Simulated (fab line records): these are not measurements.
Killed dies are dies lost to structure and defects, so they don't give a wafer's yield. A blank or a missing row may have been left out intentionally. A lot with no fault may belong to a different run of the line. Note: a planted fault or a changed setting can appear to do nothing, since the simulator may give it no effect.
Matching of chambers + flow n5Finfet + N5_BEOL_M6_STRIP_19 on rieDiel-01 has 4 sister chambers
The step strips in O2. 20 wafers are shown with their chamber, then 10 later ones without.

## WAFERS PAIRED WITH THEIR CHAMBERS
| wafer  | chamber | throttleValvePct (%) | showerheadPlenumPTorr (Torr) | oesProductAu (a.u.) |
|--------|---------|----------------------|------------------------------|---------------------|
| L076.1 | 2       | 16.85                | 2.12                         | 0.80                |
| L076.4 | 1       | 16.51                | 2.12                         | 0.89                |
| L076.6 | 3       | 16.88                | 2.07                         | 0.74                |
| L083.2 | 3       | 16.92                | 2.07                         | 0.72                |
| L083.4 | 1       | 16.53                | 2.12                         | 0.86                |
| L083.6 | 2       | 16.85                | 2.11                         | 0.78                |
| L084.2 | 0       | 16.79                | 2.11                         | 0.79                |
| L084.5 | 2       | 16.89                | 2.11                         | 0.77                |
| L084.6 | 1       | 16.56                | 2.11                         | 0.86                |
| L087.2 | 3       | 16.93                | 2.06                         | 0.72                |
| L087.3 | 2       | 16.89                | 2.11                         | 0.77                |
| L087.6 | 3       | 16.92                | 2.06                         | 0.72                |
| L089.1 | 1       | 16.57                | 2.11                         | 0.85                |
| L089.4 | 0       | 16.79                | 2.11                         | 0.80                |
| L089.6 | 2       | 16.89                | 2.11                         | 0.76                |
| L090.3 | 2       | 16.90                | 2.11                         | 0.77                |
| L090.4 | 3       | 16.95                | 2.06                         | 0.72                |
| L090.6 | 0       | 16.78                | 2.11                         | 0.79                |
| L092.3 | 1       | 16.59                | 2.11                         | 0.85                |
| L092.5 | 3       | 16.94                | 2.06                         | 0.71                |

SIGNATURES (averages over the wafers above)
| reading               | chamber 0 | chamber 1 | chamber 2 | chamber 3 | scatter within a chamber |
|-----------------------|-----------|-----------|-----------|-----------|--------------------------|
| throttleValvePct      | 16.7867   | 16.5520   | 16.8783   | 16.9233   | 0.0244                   |
| showerheadPlenumPTorr | 2.1100    | 2.1140    | 2.1117    | 2.0633    | 0.00459                  |
| oesProductAu          | 0.7933    | 0.8620    | 0.7750    | 0.7217    | 0.0127                   |
Rule: a wafer's distance from a chamber is the root of the sum, over the readings, of the square of ((its reading less the chamber's mean) divided by the reading's scatter). If the next closest chamber is less than 2 further off than the closest, the wafer can't be placed; otherwise it belongs to the closest. How the scatter is found: for the shown wafers, subtract from each reading the mean of its chamber, square and add these, divide the total by (wafers less chambers), then take the root.

## WAFERS WITHOUT THEIR CHAMBER
| wafer  | throttleValvePct (%) | showerheadPlenumPTorr (Torr) | oesProductAu (a.u.) |
|--------|----------------------|------------------------------|---------------------|
| L092.6 | 16.79                | 2.10                         | 0.79                |
| L095.2 | 16.91                | 2.10                         | 0.74                |
| L095.5 | 16.93                | 2.10                         | 0.75                |
| L095.6 | 16.58                | 2.11                         | 0.83                |
| L094.3 | 16.60                | 2.11                         | 0.83                |
| L094.5 | 16.61                | 2.11                         | 0.82                |
| L094.6 | 16.92                | 2.10                         | 0.75                |
| L097.3 | 16.85                | 2.10                         | 0.77                |
| L097.4 | 16.99                | 2.05                         | 0.70                |
| L097.5 | 16.61                | 2.10                         | 0.82                |

## EACH ONE'S CHAMBER
| wafer  | from the rows above     | in truth |
|--------|-------------------------|----------|
| L092.6 | 0                       | 0        |
| L095.2 | 2                       | 2        |
| L095.5 | 2                       | 2        |
| L095.6 | 1                       | 1        |
| L094.3 | 1                       | 1        |
| L094.5 | 1                       | 1        |
| L094.6 | 2                       | 2        |
| L097.3 | can't be placed: 2 or 0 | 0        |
| L097.4 | 3                       | 3        |
| L097.5 | 1                       | 1        |
9 of 10 placed correctly. From these rows, 1 cannot be placed; in 1 the true chamber is one of the candidates. 0 placed wrongly.
